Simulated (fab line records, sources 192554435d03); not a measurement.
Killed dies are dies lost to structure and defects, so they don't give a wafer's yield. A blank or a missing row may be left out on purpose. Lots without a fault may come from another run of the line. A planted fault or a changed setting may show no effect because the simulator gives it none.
Split-lot experiment | flow n5_finfet | 7 lots, 21 wafers read, on a route of 1938 steps

THE SPLIT
At N5_BEOL_M4_EXPOSE_25 (exposes mask V3, defocus 5 nm), the setting dose_mj was moved away from the recipe's 63 on 7 of the 21 wafers read, by -3.0% to +7.5%. The other wafers ran this setting at the recipe's value.

FROM THE SPLIT TO THE READING: what the file shows between them, 2 steps
- N5_BEOL_M4_PEB_26: peb time 60 s
- N5_BEOL_M4_DEVELOP_27: develop time 30 s

THE READING
cd_nm, in nm, at N5_BEOL_M4_CD_MEAS_28 (target cd 26.2 nm, target cd y 24.1 nm). Fault-free wafers of this fab line usually give 26.23 nm, standard deviation 0.23 nm.

wafer  | tool, chamber at the split | dose_mj as run | against the recipe | cd_nm, nm | against lot-mates on the recipe
L078.2 | euv_scanner-02, 0          | 63             | recipe             | 26.48     | -
L078.4 | euv_scanner-02, 0          | 63             | recipe             | 26.04     | -
L078.6 | euv_scanner-02, 0          | 63             | recipe             | 26.45     | -
L081.2 | euv_scanner-02, 0          | 61.14          | -3.0%              | 25.36     | -0.45
L081.3 | euv_scanner-02, 0          | 63             | recipe             | 25.81     | -
L081.4 | euv_scanner-02, 0          | 61.14          | -3.0%              | 25.24     | -0.57
L083.2 | euv_scanner-02, 0          | 63             | recipe             | 26.48     | -
L083.4 | euv_scanner-02, 0          | 63             | recipe             | 26.06     | -
L083.5 | euv_scanner-02, 0          | 63             | recipe             | 26.16     | -
L085.1 | euv_scanner-02, 0          | 63             | recipe             | 26.08     | -
L085.2 | euv_scanner-02, 0          | 67.71          | +7.5%              | 27.58     | +1.50
L085.3 | euv_scanner-02, 0          | 67.71          | +7.5%              | 27.30     | +1.22
L089.1 | euv_scanner-01, 0          | 63             | recipe             | 26.32     | -
L089.3 | euv_scanner-01, 0          | 63             | recipe             | 26.61     | -
L089.5 | euv_scanner-01, 0          | 66.51          | +5.6%              | 27.50     | +1.04
L092.1 | euv_scanner-01, 0          | 63             | recipe             | 26.49     | -
L092.3 | euv_scanner-01, 0          | 66.58          | +5.7%              | 27.14     | +0.73
L092.6 | euv_scanner-01, 0          | 63             | recipe             | 26.34     | -
L095.3 | euv_scanner-01, 0          | 63             | recipe             | 26.60     | -
L095.5 | euv_scanner-01, 0          | 61.34          | -2.6%              | 25.78     | -0.77
L095.6 | euv_scanner-01, 0          | 63             | recipe             | 26.50     | -

THE FIT
A straight line over all 21 wafers: cd_nm changes by +0.185 nm for each +1% of dose_mj; r = +0.91; the points scatter about the line by 0.27 nm.
The same after taking each lot's own level away (the mean of its wafers on the recipe; 21 wafers): +0.179 nm for each +1%; r = +0.96; scatter 0.16 nm.
On that fit, the largest move of dose_mj shifts the reading by 1.3 nm.
The lots' own levels span 25.810 to 26.550 nm, that is 3.2 times the standard deviation above.
So the lot-to-lot level changes the slope little: the two slopes agree.
Check: with one of the wafers moved furthest among these (+7.5%) left out of the fit, the line predicts +1.24 nm for it against its lot-mates. It came out at +1.5 nm against them.

THE FILE'S OWN FIT
cd_nm changes by +0.175 nm for each +1% of dose_mj, r = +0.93.
